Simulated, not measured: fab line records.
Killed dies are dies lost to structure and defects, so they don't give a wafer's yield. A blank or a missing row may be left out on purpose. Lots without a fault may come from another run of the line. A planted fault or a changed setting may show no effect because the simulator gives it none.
fab line records    flow n5-finfet
record: lots: 11  wafers: 28  last-day: 18
route steps=1938 shown BEOL_M0@740 BEOL_M1@764 BEOL_M4@1111 PASSIVATION@1936
lots that met no fault: from a run of the same line without faults
start-h: the number of hours between the record's first day and the start of the first shown wafer of the lot    wait-h: how many hours have passed since the lot's step before this one    " same as the row above    L1.1+2: a row that stands for several wafers    - no value present, or no start provided    * or withheld: withheld    < > ~ a bound
route shown NAME@n: a module of which the file shows steps, and the number in the route of the first    usual: mean and standard deviation over wafers with no fault    same: alike in all rows    chamber/n: place in a boat    sites: per-site readings    _std_site: standard deviation of those values    _edge_site: outer sites' mean less inner sites'    radius-mm: for every site, how far away it sits from the centre of the wafer    mask NAME#n: copy n    behind: the last tool/chamber to shape the wafer    hold: the reason the lot was held/the length of the hold in hours/how it ended    device: the transistor (n, p or np) that didn't switch    end of line: at the end of the route, the tests of the same wafers    a step with no rows: only its recipe    killed: the dies lost at the first sort to structure and to defects; this is not the yield of the wafer    map: dies across one wafer; x = killed, . = not, _ = none there
set.NAME: the setting the step ran with; set.NAME@STEP: the setting that earlier step ran with    model.NAME: the simulator's own value behind a step, which no gauge read
a sample of lots followed through the steps of the route, with each step as a table and each wafer as a row
services: from which hour (start-h, from the record's first day; less than 0 if before it) a tool's chamber was out of use, for how many hours, and why
== steps ==
step: N5_BEOL_M0_SPUTTER_141
recipe: material: Cu  target-thk-a: 40  temp-c: -20  chamber-pressure-pa: 0.07  power-w: withheld  time-s: 7.37
usual: substrate-temp-c: -20.01/0.11  throttle-valve-pct: 30.3/1.3
lot.wafer  tool            chamber  start-h  wait-h  substrate-temp-c  throttle-valve-pct
L397.3     pvd-sputter-03  -        156.09   0.0     -20.10            33.6
L397.4     "               -        "        "       -19.89            29.6
L397.5     "               -        "        "       -19.88            27.3
L399.1     pvd-sputter-01  -        157.72   0.0     -20.01            31.0
L399.2     "               -        "        "       -20.06            29.4
L399.5     "               -        "        "       -20.04            31.1
L403.4     pvd-sputter-02  -        159.28   0.0     -20.27            31.0
L403.5     "               -        "        "       -20.06            29.9
L402.1     pvd-sputter-03  -        160.38   0.0     -20.02            33.5
L402.3     "               -        "        "       -20.05            30.2
L406.1     pvd-sputter-02  -        177.08   0.0     -19.98            30.6
L406.6     "               -        "        "       -19.82            30.9
L408.2     pvd-sputter-01  -        189.07   0.0     -19.77            29.0
L408.3     "               -        "        "       -20.22            30.6
L408.5     "               -        "        "       -20.12            31.1
L409.2     pvd-sputter-02  -        198.79   0.0     -19.96            29.7
L409.6     "               -        "        "       -19.93            31.0
L415.2     pvd-sputter-02  -        232.57   0.0     -19.95            29.9
L415.4     "               -        "        "       -19.74            29.4
L415.6     "               -        "        "       -20.18            31.1
L416.2     pvd-sputter-02  -        235.63   0.0     -19.96            31.0
L416.6     "               -        "        "       -19.96            29.8
L419.1     pvd-sputter-01  -        252.29   0.0     -20.01            29.7
L419.3     "               -        "        "       -20.04            30.7
L419.5     "               -        "        "       -20.14            29.5
L420.2     pvd-sputter-01  -        264.41   0.0     -19.92            31.0
L420.3     "               -        "        "       -20.05            30.6
L420.6     "               -        "        "       -20.05            30.5
step: N5_BEOL_M0_ANNEAL_119
recipe: temp-c: 225  time-s: 90  ambient: N2
usual: anneal-temp-c-max: 226.2/0.31  wafer_temp_C_max: 226.4/0.39
lot.wafer  tool           chamber  start-h  wait-h  anneal-temp-c-max  wafer_temp_C_max
L397.3     rtp-anneal-01  0        156.38   0.1     226.1              226.3
L397.4     "              0        "        "       226.0              226.8
L397.5     "              0        "        "       225.9              226.8
L399.1     rtp-anneal-02  0        157.91   0.1     226.7              226.0
L399.2     "              0        "        "       226.4              226.2
L399.5     "              0        "        "       226.1              226.7
L403.4     rtp-anneal-01  0        159.61   0.2     226.0              226.7
L403.5     "              0        "        "       225.9              227.0
L402.1     rtp-anneal-02  0        160.57   0.1     226.4              226.7
L402.3     "              0        "        "       226.7              226.4
L406.1     rtp-anneal-02  0        177.43   0.2     226.6              225.9
L406.6     "              0        "        "       226.3              226.4
L408.2     rtp-anneal-01  0        189.31   0.1     225.8              227.5
L408.3     "              0        "        "       225.8              227.1
L408.5     "              0        "        "       226.0              226.4
L409.2     rtp-anneal-02  0        199.46   0.5     226.5              226.7
L409.6     "              0        "        "       226.3              225.8
L415.2     rtp-anneal-02  0        234.18   1.5     226.0              226.6
L415.4     "              0        "        "       226.7              226.2
L415.6     "              0        "        "       226.4              226.7
L416.2     rtp-anneal-02  0        236.44   0.7     226.3              226.2
L416.6     "              0        "        "       226.0              226.1
L419.1     rtp-anneal-02  0        252.61   0.2     226.5              226.1
L419.3     "              0        "        "       226.4              226.3
L419.5     "              0        "        "       226.0              225.8
L420.2     rtp-anneal-02  0        265.52   1.0     226.2              226.1
L420.3     "              0        "        "       225.8              226.4
L420.6     "              0        "        "       226.1              226.6
step: N5_BEOL_M1_CD_MEAS_11
recipe: target-cd-nm: 17.05  landing-energy-ev: 500  detector: se-inlens  polarity: opening
usual: cd-nm: 17.11/0.22
lot.wafer  tool       chamber  start-h  wait-h  cd-nm
L397.3     cd-sem-01  0        157.76   -       17.05
L397.4     "          0        "        "       17.21
L397.5     "          0        "        "       17.05
L399.1     cd-sem-03  0        159.39   -       16.99
L399.2     "          0        "        "       17.29
L399.5     "          0        "        "       17.11
L403.4     cd-sem-02  0        161.63   -       16.87
L403.5     "          0        "        "       17.03
L402.1     cd-sem-02  0        163.48   -       17.06
L402.3     "          0        "        "       17.00
L406.1     cd-sem-03  0        180.10   -       16.97
L406.6     "          0        "        "       17.36
L408.2     cd-sem-01  0        192.86   -       17.03
L408.3     "          0        "        "       16.98
L408.5     "          0        "        "       17.04
L409.2     cd-sem-03  0        201.41   -       17.38
L409.6     "          0        "        "       17.01
L415.2     cd-sem-02  0        236.61   -       17.05
L415.4     "          0        "        "       17.19
L415.6     "          0        "        "       16.92
L416.2     cd-sem-01  0        239.40   -       16.90
L416.6     "          0        "        "       17.18
L419.1     cd-sem-03  0        254.27   -       17.56
L419.3     "          0        "        "       17.36
L419.5     "          0        "        "       17.69
L420.2     cd-sem-03  0        268.01   -       16.99
L420.3     "          0        "        "       17.09
L420.6     "          0        "        "       17.31
step: N5_BEOL_M1_ETCH_63
recipe: chemistry: CF4  target: SiARC  target-depth-a: 156  mask-material: CAR-EUV  time-s: 26  ion-energy-ev: 80  pressure-mtorr: 40  source-w: 545  bias-w: 36  Ar_flow_sccm: 100  cf4-flow-sccm: 100  ends: cleared
usual: chamber-pressure-mTorr: 40.01/0.037  drypump-motor-current-A: 5.6/0.34  etch-rf-on-time-s: 26.3/0.66  oes-product-au: 0.66/0.088  rf-fwd-power-W: 532.5/2.1  rf-vpp-V: 184.1/1.2  showerhead-plenum-p-Torr: 2.15/0.066  throttle-valve-pct: 15.59/0.21
lot.wafer  tool         chamber  start-h  wait-h  chamber-pressure-mTorr  drypump-motor-current-A  etch-rf-on-time-s  oes-product-au  rf-fwd-power-W  rf-hours-counter-h  rf-vpp-V  showerhead-plenum-p-Torr  throttle-valve-pct
L397.3     rie-diel-05  1        157.98   0.0     40.02                   5.1                      25.4               0.75            536.8           33                  184.2     2.19                      15.41
L397.4     "            2        "        "       39.96                   5.8                      25.7               0.63            536.1           -                   184.5     2.13                      15.42
L397.5     "            0        "        "       39.99                   5.3                      26.3               0.62            534.6           -                   184.9     2.13                      15.58
L399.1     rie-diel-04  2        159.80   0.0     40.02                   5.7                      26.9               0.58            532.1           241                 184.4     2.12                      15.67
L399.2     "            3        "        "       40.02                   5.5                      25.6               0.62            530.9           215                 182.4     2.03                      15.94
L399.5     "            3        "        "       40.05                   5.5                      25.5               0.61            530.0           -                   183.6     2.03                      15.95
L403.4     rie-diel-02  1        161.82   0.0     39.96                   5.8                      27.1               0.57            539.6           -                   185.8     2.20                      15.63
L403.5     "            0        "        "       40.02                   5.3                      26.9               0.62            535.8           -                   182.0     2.05                      15.75
L402.1     rie-diel-05  0        163.66   0.0     40.00                   5.3                      26.4               0.62            532.1           169                 183.3     2.13                      15.57
L402.3     "            2        "        "       39.99                   5.9                      25.3               0.64            529.3           154                 183.7     2.13                      15.41
L406.1     rie-diel-05  1        180.38   0.0     40.01                   5.1                      19.0               0.87            530.5           42                  183.6     2.19                      15.43
L406.6     "            1        "        "       40.07                   5.1                      25.6               0.74            531.4           -                   184.9     2.19                      15.40
L408.2     rie-diel-05  0        193.03   0.0     40.08                   5.3                      19.6               0.74            527.6           179                 184.3     2.13                      15.59
L408.3     "            3        "        "       40.03                   6.3                      26.2               0.80            531.0           9                   185.4     2.27                      15.56
L408.5     "            3        "        "       39.97                   6.3                      26.2               0.80            531.4           -                   185.0     2.27                      15.54
L409.2     rie-diel-05  2        201.58   0.0     40.00                   5.9                      19.2               0.75            530.1           165                 182.4     2.13                      15.46
L409.6     "            0        "        "       39.99                   5.3                      26.6               0.62            532.1           -                   184.3     2.13                      15.61
L415.2     rie-diel-04  0        236.78   0.0     39.91                   5.7                      28.1               0.59            530.9           199                 183.1     2.12                      15.99
L415.4     "            1        "        "       40.02                   5.9                      26.5               0.60            530.9           185                 183.3     2.22                      15.60
L415.6     "            2        "        "       40.02                   5.8                      26.0               0.80            531.9           -                   185.2     2.11                      15.24
L416.2     rie-diel-04  1        239.58   0.0     39.99                   5.9                      26.4               0.60            533.3           186                 184.1     2.22                      15.61
L416.6     "            1        "        "       39.99                   5.9                      26.4               0.60            531.3           -                   183.9     2.22                      15.61
L419.1     rie-diel-02  1        254.45   0.0     39.99                   5.9                      26.7               0.82            534.8           0                   186.4     2.19                      15.17
L419.3     "            2        "        "       39.95                   5.7                      25.8               0.81            531.3           8                   185.4     2.19                      15.22
L419.5     "            0        "        "       40.05                   5.3                      27.2               0.60            532.6           -                   182.1     2.04                      15.78
L420.2     rie-diel-04  2        268.19   0.0     40.04                   5.8                      25.9               0.79            531.1           11                  183.2     2.11                      15.24
L420.3     "            1        "        "       40.05                   5.9                      26.8               0.59            532.4           193                 185.7     2.22                      15.64
L420.6     "            2        "        "       40.03                   5.8                      25.6               0.79            531.7           -                   183.9     2.11                      15.25
step: N5_BEOL_M4_RC_MEAS_101
usual: DIBL_N: 35.6/1.7  DIBL_P: 35.0/2  IOFF_N: 0.148/0.027  IOFF_P: 0.19/0.032  ION_N: 671/14  ION_P: 460/9.1  SS_N: 71.3/0.62  SS_P: 73.0/0.64  VT_N: 251/3.2  VT_P: -251.5/2.9
lot.wafer  tool       chamber  start-h  wait-h  DIBL_N[mV/V]  DIBL_P[mV/V]  IOFF_N[nA/um]  IOFF_P[nA/um]  ION_N[uA/um]  ION_P[uA/um]  SS_N[mV/dec]  SS_P[mV/dec]  VT_N[mV]  VT_P[mV]
L397.3     prober-02  0        200.09   0.3     36.1          37.1          0.174          0.20           701           470           71.1          73.9          248       -252.5
L397.4     "          0        "        "       35.4          37.2          0.150          0.19           673           460           70.9          73.9          252       -249.9
L397.5     "          0        "        "       35.2          35.8          0.148          0.17           678           464           71.2          73.1          251       -251.1
L399.1     prober-01  0        205.35   0.0     33.6          31.9          0.105          0.15           636           438           70.7          72.2          258       -257.1
L399.2     "          0        "        "       34.8          34.4          0.125          0.18           660           452           70.5          73.2          251       -251.7
L399.5     "          0        "        "       35.2          33.7          0.122          0.17           650           452           70.6          72.0          254       -253.8
L402.1     prober-02  0        206.69   0.0     35.8          35.7          0.130          0.19           668           468           71.9          73.4          254       -254.1
L402.3     "          0        "        "       36.6          36.2          0.139          0.19           668           458           72.6          73.5          254       -254.3
L403.4     prober-01  0        212.66   0.5     34.9          35.3          0.137          0.19           666           460           71.2          72.9          252       -252.1
L403.5     "          0        "        "       35.0          32.8          0.124          0.15           633           436           71.7          72.5          254       -258.2
L406.1     prober-01  0        248.00   0.0     37.2          37.7          0.218          0.29           691           477           71.8          74.5          242       -243.5
L406.6     "          0        "        "       37.2          38.8          0.214          0.31           680           473           72.0          74.6          245       -244.7
L408.2     prober-01  0        250.02   1.1     32.3          31.8          0.102          0.15           661           450           70.7          71.9          256       -255.6
L408.3     "          0        "        "       33.3          32.9          0.117          0.17           657           453           70.4          72.2          254       -253.1
L408.5     "          0        "        "       33.1          32.8          0.116          0.17           666           459           70.5          73.0          254       -251.8
L409.2     prober-02  0        253.14   0.2     36.1          36.8          0.198          0.24           690           472           71.4          74.1          244       -246.3
L409.6     "          0        "        "       33.9          33.6          0.139          0.19           672           457           71.4          72.5          249       -250.3
L415.2     prober-01  0        296.66   0.2     34.2          33.0          0.118          0.15           657           449           70.2          72.0          253       -255.5
L415.4     "          0        "        "       36.4          35.6          0.160          0.19           690           466           71.7          72.1          248       -253.0
L415.6     "          0        "        "       36.4          35.6          0.148          0.18           669           454           70.8          72.8          253       -252.2
L416.2     prober-01  0        300.09   0.2     36.7          34.2          0.147          0.18           655           454           71.5          72.7          252       -250.2
L416.6     "          0        "        "       35.3          34.1          0.133          0.18           682           476           70.5          72.9          252       -251.4
L420.2     prober-02  0        321.94   0.2     37.7          37.6          0.200          0.22           701           468           71.8          74.1          246       -253.1
L420.3     "          0        "        "       35.9          35.5          0.155          0.19           679           458           71.2          73.3          249       -251.3
L420.6     "          0        "        "       36.3          36.0          0.166          0.20           681           456           71.3          73.6          245       -250.3
L419.1     prober-01  0        322.01   0.0     37.0          37.4          0.156          0.22           677           472           71.3          73.3          250       -251.2
L419.3     "          0        "        "       36.2          35.8          0.144          0.18           680           464           71.2          72.3          251       -253.6
L419.5     "          0        "        "       34.6          33.7          0.120          0.16           668           462           69.9          72.6          254       -252.9
step: N5_PASSIVATION_PROBE_49
usual: defect-limited-yield: 91.2/1.6  killed_at_M0_to_M3: 35/11  killed_at_M4_up: 14/5.4  killed-at-contacts: 13/6  killed-at-front-end: 38/11  killed-at-other: 3.4/2.6  killed-dies: 104/19  killed-open: 68/13  killed-short: 34/8.5  sort_bin_5_function: 5.1/1  sort_bin_6_memory: 3.3/0.72  sort_bin_8_speed: 0.1/0.9  sort-n-pass: 1075/22  sort-yield-pct: 91.1/1.9
same: gross-dies: 1180  killed-at-back-side: 0  sort_bin_4_leakage[%]: 0
lot.wafer  tool       chamber  start-h  wait-h  defect-limited-yield[%]  killed_at_M0_to_M3  killed_at_M4_up  killed-at-contacts  killed-at-front-end  killed-at-other  killed-dies  killed-open  killed-short  sort_bin_5_function[%]  sort_bin_6_memory[%]  sort_bin_8_speed[%]  sort-n-pass  sort-yield-pct[%]
L397.3     prober-01  -        315.18   0.1     90.2                     32                  20               12                  48                   4                116          76           38            5.5                     4.1                   0                    1064         90.2
L397.4     prober-01  -        315.23   0.2     91.0                     48                  16               13                  25                   4                106          62           38            5.9                     2.4                   0                    1074         91.0
L397.5     prober-01  -        315.28   0.2     90.8                     49                  12               9                   36                   2                108          74           34            5.2                     3.6                   0                    1072         90.8
L399.1     prober-01  -        319.38   0.0     91.0                     35                  24               14                  31                   2                106          63           42            5.8                     3.0                   8.8                  970          82.2
L399.2     prober-01  -        319.43   0.1     90.8                     43                  17               19                  27                   3                109          68           37            6.0                     2.8                   0                    1071         90.8
L399.5     prober-01  -        319.58   0.2     91.8                     27                  13               17                  39                   1                97           65           31            4.2                     3.9                   0                    1083         91.8
L402.1     prober-01  -        321.35   0.0     89.4                     48                  17               15                  42                   3                125          85           36            6.8                     3.1                   0                    1055         89.4
L402.3     prober-01  -        321.45   0.1     91.4                     41                  14               9                   38                   0                102          74           28            4.8                     3.6                   0                    1078         91.4
L403.4     prober-02  -        346.54   0.2     91.6                     19                  22               17                  36                   5                99           58           36            4.5                     3.1                   0                    1081         91.6
L403.5     prober-02  -        346.59   0.2     90.3                     36                  28               4                   43                   4                115          69           44            5.4                     4.0                   5.8                  996          84.4
L406.1     prober-02  -        362.59   0.0     92.1                     45                  12               4                   30                   2                93           54           38            5.3                     2.4                   0                    1087         92.1
L406.6     prober-02  -        362.84   0.3     92.5                     52                  6                4                   24                   2                88           52           34            4.4                     2.5                   0                    1092         92.5
L408.2     prober-01  -        367.17   0.1     91.4                     36                  15               12                  37                   2                102          61           41            5.7                     2.5                   0                    1078         91.4
L408.3     prober-01  -        367.22   0.1     89.7                     55                  14               12                  32                   8                121          82           39            6.1                     3.8                   0                    1059         89.7
L408.5     prober-01  -        367.32   0.2     91.4                     37                  9                16                  39                   1                102          67           35            4.5                     3.9                   0                    1078         91.4
L409.2     prober-01  -        370.04   0.1     91.3                     47                  12               7                   31                   6                103          72           26            5.4                     2.7                   0                    1077         91.3
L409.6     prober-01  -        370.24   0.3     92.0                     32                  17               4                   32                   9                94           57           37            5.0                     2.5                   0                    1086         92.0
L415.2     prober-02  -        408.33   0.1     91.9                     37                  17               16                  23                   3                96           72           24            4.8                     3.0                   0                    1084         91.9
L415.4     prober-02  -        408.43   0.2     88.0                     67                  19               24                  30                   2                142          97           43            6.4                     5.1                   0                    1038         88.0
L415.6     prober-02  -        408.53   0.3     93.1                     35                  5                10                  28                   3                81           63           18            4.4                     2.3                   0                    1099         93.1
L416.2     prober-01  -        414.94   0.1     88.6                     34                  25               10                  62                   4                135          88           39            7.1                     3.4                   0                    1045         88.6
L416.6     prober-01  -        415.14   0.3     90.3                     34                  22               12                  42                   5                115          80           35            5.8                     3.3                   0                    1065         90.3
L420.2     prober-02  -        436.02   0.1     90.7                     33                  13               19                  43                   2                110          77           33            5.9                     3.1                   0                    1070         90.7
L420.3     prober-02  -        436.07   0.1     93.1                     35                  5                16                  24                   1                81           59           22            3.4                     3.2                   0                    1099         93.1
L420.6     prober-02  -        436.22   0.3     92.0                     24                  15               20                  30                   5                94           58           34            5.0                     2.5                   0                    1086         92.0
L419.1     prober-01  -        436.53   0.0     91.6                     23                  20               3                   50                   3                99           71           27            4.4                     3.4                   0                    1081         91.6
L419.3     prober-01  -        436.63   0.1     91.5                     36                  19               12                  33                   0                100          73           26            5.3                     3.0                   0                    1080         91.5
L419.5     prober-01  -        436.73   0.2     92.3                     18                  11               10                  52                   0                91           64           27            4.3                     3.2                   0                    1089         92.3
killed by level:class
L397.3 FIN_SAQP:geometric-particle:short=13 FIN_SAQP:geometric-particle:open=9 STI_FIN_REVEAL:geometric-particle:open=9 MOL_CONTACT_COAG:geometric-particle:open=9 BEOL_M4:geometric-particle:open=9 BEOL_M3:geometric-particle:open=8 BEOL_M2:geometric-particle:short=5 GATE_CUT:geometric-particle:short=5
L397.4 BEOL_M3:geometric-particle:open=15 MOL_CONTACT_COAG:geometric-particle:open=10 BEOL_M0_SAQP:geometric-particle:short=9 BEOL_M4:geometric-particle:open=8 BEOL_M2:geometric-particle:open=6 FIN_SAQP:geometric-particle:short=4 GATE_CUT:geometric-particle:short=4 BEOL_M0:geometric-particle:short=4
L397.5 BEOL_M2:geometric-particle:open=17 STI_FIN_REVEAL:geometric-particle:open=11 FIN_SAQP:geometric-particle:open=9 BEOL_M0_SAQP:geometric-particle:open=7 MOL_CONTACT_COAG:geometric-particle:open=6 BEOL_M0_SAQP:geometric-particle:short=5 BEOL_M2:geometric-particle:short=5 FIN_SAQP:geometric-particle:short=4
L399.1 BEOL_M5:geometric-particle:open=11 MOL_CONTACT_COAG:geometric-particle:open=10 STI_FIN_REVEAL:geometric-particle:open=7 BEOL_M0_SAQP:geometric-particle:short=7 BEOL_M0_SAQP:geometric-particle:open=7 BEOL_M3:geometric-particle:open=7 STARTING-WAFER:geometric-particle:short=6 BEOL_M3:geometric-particle:short=5
L399.2 MOL_CONTACT_COAG:geometric-particle:open=13 BEOL_M3:geometric-particle:open=12 BEOL_M0_SAQP:geometric-particle:open=8 BEOL_M0_SAQP:geometric-particle:short=7 BEOL_M2:geometric-particle:open=7 FIN_SAQP:geometric-particle:short=6 FIN_SAQP:geometric-particle:open=6 GATE_CUT:geometric-particle:short=6
L399.5 STI_FIN_REVEAL:geometric-particle:open=12 MOL_CONTACT_COAG:geometric-particle:open=12 BEOL_M1:geometric-particle:open=10 FIN_SAQP:geometric-particle:short=5 MOL_CONTACT_COAG:geometric-particle:short=5 BEOL_M0_SAQP:geometric-particle:short=4 BEOL_M1:geometric-particle:short=4 STARTING-WAFER:geometric-particle:open=4
L402.1 BEOL_M2:geometric-particle:open=14 MOL_CONTACT_COAG:geometric-particle:open=11 FIN_SAQP:geometric-particle:open=8 BEOL_M1:geometric-particle:open=8 BEOL_M4:geometric-particle:open=7 BEOL_M0_SAQP:geometric-particle:open=6 STI_FIN_REVEAL:geometric-particle:open=6 BEOL_M0:geometric-particle:open=6
L402.3 BEOL_M0_SAQP:geometric-particle:open=10 STI_FIN_REVEAL:geometric-particle:open=8 FIN_SAQP:geometric-particle:open=7 MOL_CONTACT_COAG:geometric-particle:open=7 BEOL_M0_SAQP:geometric-particle:short=7 BEOL_M2:geometric-particle:open=7 BEOL_M0:geometric-particle:open=7 BEOL_M4:geometric-particle:open=7
L403.4 BEOL_M4:geometric-particle:open=10 MOL_CONTACT_COAG:geometric-particle:open=10 FIN_SAQP:geometric-particle:short=8 MOL_CONTACT_COAG:geometric-particle:short=7 FIN_SAQP:geometric-particle:open=6 BEOL_M1:geometric-particle:open=6 HKMG_FIN:area-etch=5 BEOL_M0:geometric-particle:open=4
L403.5 BEOL_M4:geometric-particle:open=15 FIN_SAQP:geometric-particle:open=13 FIN_SAQP:geometric-particle:short=10 BEOL_M0:geometric-particle:open=8 BEOL_M4:geometric-particle:short=8 BEOL_M1:geometric-particle:open=7 BEOL_M0_SAQP:geometric-particle:short=6 BEOL_M0_SAQP:geometric-particle:open=5
L406.1 BEOL_M0_SAQP:geometric-particle:short=10 FIN_SAQP:geometric-particle:short=7 BEOL_M0_SAQP:geometric-particle:open=7 BEOL_M2:geometric-particle:open=7 FIN_SAQP:geometric-particle:open=6 BEOL_M1:geometric-particle:short=6 BEOL_M1:geometric-particle:open=5 BEOL_M4:geometric-particle:open=5
L406.6 BEOL_M3:geometric-particle:open=13 BEOL_M0_SAQP:geometric-particle:short=12 BEOL_M0_SAQP:geometric-particle:open=11 FIN_SAQP:geometric-particle:open=5 BEOL_M0:geometric-particle:open=5 FIN_SAQP:geometric-particle:short=4 MOL_CONTACT_COAG:geometric-particle:open=3 BEOL_M2:geometric-particle:open=3
L408.2 FIN_SAQP:geometric-particle:open=9 BEOL_M0_SAQP:geometric-particle:short=9 GATE_CUT:geometric-particle:short=8 MOL_CONTACT_COAG:geometric-particle:open=7 STI_FIN_REVEAL:geometric-particle:open=6 BEOL_M1:geometric-particle:open=6 BEOL_M2:geometric-particle:open=6 BEOL_M3:geometric-particle:open=6
L408.3 BEOL_M0_SAQP:geometric-particle:short=13 BEOL_M0_SAQP:geometric-particle:open=12 BEOL_M3:geometric-particle:open=12 MOL_CONTACT_COAG:geometric-particle:open=11 STI_FIN_REVEAL:geometric-particle:open=8 BEOL_M2:geometric-particle:open=7 BEOL_M1:geometric-particle:open=5 STI_FIN_REVEAL:geometric-particle:short=4
L408.5 MOL_CONTACT_COAG:geometric-particle:open=11 FIN_SAQP:geometric-particle:open=10 BEOL_M2:geometric-particle:open=10 FIN_SAQP:geometric-particle:short=7 BEOL_M3:geometric-particle:open=7 MOL_CONTACT_COAG:geometric-particle:short=5 BEOL_M0_SAQP:geometric-particle:open=5 BEOL_M0_SAQP:geometric-particle:short=5
L409.2 BEOL_M2:geometric-particle:open=21 STI_FIN_REVEAL:geometric-particle:open=10 STI_FIN_REVEAL:geometric-particle:short=6 MOL_CONTACT_COAG:geometric-particle:open=6 BEOL_M0_SAQP:geometric-particle:short=5 BEOL_M3:geometric-particle:open=5 HKMG_FIN:area-etch=5 BEOL_M1:geometric-particle:open=4
L409.6 BEOL_M1:geometric-particle:open=9 BEOL_M4:geometric-particle:open=9 FIN_SAQP:geometric-particle:open=7 BEOL_M2:geometric-particle:open=7 STI_FIN_REVEAL:geometric-particle:open=6 BEOL_M0_SAQP:geometric-particle:short=5 BEOL_M2:geometric-particle:short=5 FIN_SAQP:geometric-particle:short=4
L415.2 BEOL_M2:geometric-particle:open=17 MOL_CONTACT_COAG:geometric-particle:open=12 FIN_SAQP:geometric-particle:open=8 BEOL_M4:geometric-particle:open=7 FIN_SAQP:geometric-particle:short=4 DUMMY_GATE:geometric-particle:open=4 MOL_CONTACT_COAG:geometric-particle:short=4 BEOL_M0_SAQP:geometric-particle:short=4
L415.4 MOL_CONTACT_COAG:geometric-particle:open=18 BEOL_M2:geometric-particle:open=18 BEOL_M0_SAQP:geometric-particle:short=18 STI_FIN_REVEAL:geometric-particle:open=11 BEOL_M0_SAQP:geometric-particle:open=10 BEOL_M1:geometric-particle:open=10 BEOL_M4:geometric-particle:open=10 MOL_CONTACT_COAG:geometric-particle:short=6
L415.6 BEOL_M2:geometric-particle:open=20 FIN_SAQP:geometric-particle:open=8 MOL_CONTACT_COAG:geometric-particle:open=8 BEOL_M0_SAQP:geometric-particle:open=7 FIN_SAQP:geometric-particle:short=6 STI_FIN_REVEAL:geometric-particle:open=5 BEOL_M3:geometric-particle:open=4 BEOL_M0:geometric-particle:open=3
L416.2 FIN_SAQP:geometric-particle:open=16 FIN_SAQP:geometric-particle:short=12 MOL_CONTACT_COAG:geometric-particle:open=10 BEOL_M0_SAQP:geometric-particle:open=10 BEOL_M0_SAQP:geometric-particle:short=9 BEOL_M4:geometric-particle:open=9 HKMG_FIN:area-etch=8 STI_FIN_REVEAL:geometric-particle:open=7
L416.6 MOL_CONTACT_COAG:geometric-particle:open=12 BEOL_M4:geometric-particle:open=11 FIN_SAQP:geometric-particle:short=10 FIN_SAQP:geometric-particle:open=7 STI_FIN_REVEAL:geometric-particle:open=7 BEOL_M0_SAQP:geometric-particle:open=7 BEOL_M0_SAQP:geometric-particle:short=6 BEOL_M1:geometric-particle:open=6
L420.2 MOL_CONTACT_COAG:geometric-particle:open=16 BEOL_M2:geometric-particle:open=12 GATE_CUT:geometric-particle:open=6 BEOL_M1:geometric-particle:open=6 FIN_SAQP:geometric-particle:open=5 BEOL_M4:geometric-particle:open=5 STARTING-WAFER:geometric-particle:open=5 BEOL_M0_SAQP:geometric-particle:short=5
L420.3 MOL_CONTACT_COAG:geometric-particle:open=12 BEOL_M2:geometric-particle:open=11 BEOL_M1:geometric-particle:open=8 MOL_CONTACT_COAG:geometric-particle:short=4 BEOL_M0_SAQP:geometric-particle:open=4 BEOL_M0_SAQP:geometric-particle:short=4 BEOL_M3:geometric-particle:open=4 STARTING-WAFER:geometric-particle:short=4
L420.6 MOL_CONTACT_COAG:geometric-particle:open=14 STI_FIN_REVEAL:geometric-particle:open=6 BEOL_M4:geometric-particle:open=6 MOL_CONTACT_COAG:geometric-particle:short=6 BEOL_M0_SAQP:geometric-particle:open=5 BEOL_M0_SAQP:geometric-particle:short=4 BEOL_M2:geometric-particle:open=4 BEOL_M5:geometric-particle:open=4
L419.1 STI_FIN_REVEAL:geometric-particle:open=19 BEOL_M4:geometric-particle:open=10 FIN_SAQP:geometric-particle:open=8 BEOL_M1:geometric-particle:open=8 FIN_SAQP:geometric-particle:short=5 GATE_CUT:geometric-particle:short=5 BEOL_M0:geometric-particle:open=5 STARTING-WAFER:geometric-particle:short=4
L419.3 BEOL_M3:geometric-particle:open=12 MOL_CONTACT_COAG:geometric-particle:open=11 BEOL_M4:geometric-particle:open=9 STI_FIN_REVEAL:geometric-particle:open=7 BEOL_M2:geometric-particle:open=7 GATE_CUT:geometric-particle:short=5 BEOL_M0_SAQP:geometric-particle:short=5 BEOL_M0_SAQP:geometric-particle:open=5
L419.5 STI_FIN_REVEAL:geometric-particle:open=13 FIN_SAQP:geometric-particle:open=9 FIN_SAQP:geometric-particle:short=8 BEOL_M1:geometric-particle:open=8 BEOL_M4:geometric-particle:open=8 MOL_CONTACT_COAG:geometric-particle:open=6 BEOL_M3:geometric-particle:open=5 GATE_CUT:geometric-particle:open=4
== services ==
tool            chamber  start-h  hours  kind
rie-diel-05     3        150.30   -      clean
rie-diel-05     3        150.30   -      consumable-replace:focus-ring
rie-diel-05     3        150.30   -      consumable-replace:showerhead
rie-diel-05     3        150.30   14.0   scheduled-down
rie-diel-05     3        150.30   14.0   vent-cycle
rie-diel-02     3        158.29   9.1    repair
pvd-sputter-02  -        159.51   2.8    repair
rie-diel-02     3        186.90   -      clean
rie-diel-02     3        186.90   -      consumable-replace:focus-ring
rie-diel-02     3        186.90   19.3   scheduled-down
rie-diel-02     3        186.90   19.3   vent-cycle
rie-diel-02     1        189.70   2.6    repair
rtp-anneal-01   -        193.00   75.2   pm
rie-diel-04     2        193.49   -      clean
rie-diel-04     2        193.49   -      consumable-replace:focus-ring
rie-diel-04     2        193.49   13.0   scheduled-down
rie-diel-04     2        193.49   13.0   vent-cycle
rie-diel-02     2        206.43   -      clean
pvd-sputter-02  -        207.13   4.6    repair
rie-diel-04     0        207.73   1.7    repair
pvd-sputter-03  -        239.40   1.2    repair
rie-diel-04     2        240.24   10.5   repair
rie-diel-02     -        257.01   2.8    pm
rie-diel-02     3        261.30   17.6   repair
== key ==
first-sign: step: N5_BEOL_M1_ETCH_63  reading: etch-rf-on-time-s  direction: down  sigmas: 11  usual: *  struck: *
effect none on later readings
met-at N5_BEOL_M1_ETCH_63
struck-lots L406,L408,L409
struck-wafers L406.1,L408.2,L409.2
not-acting-at N5_BEOL_M0_SPUTTER_141,N5_BEOL_M0_ANNEAL_119,N5_BEOL_M1_CD_MEAS_11
onset-between 163.66 180.38
fault: kind: process-parameter-drift  tool: rie-diel-05  chamber: -  onset-h: 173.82  steps: N5_BEOL_M1_ETCH_63  channel: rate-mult  offset: 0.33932  shape: step  end-h: 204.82  scope: struck-wafers-only
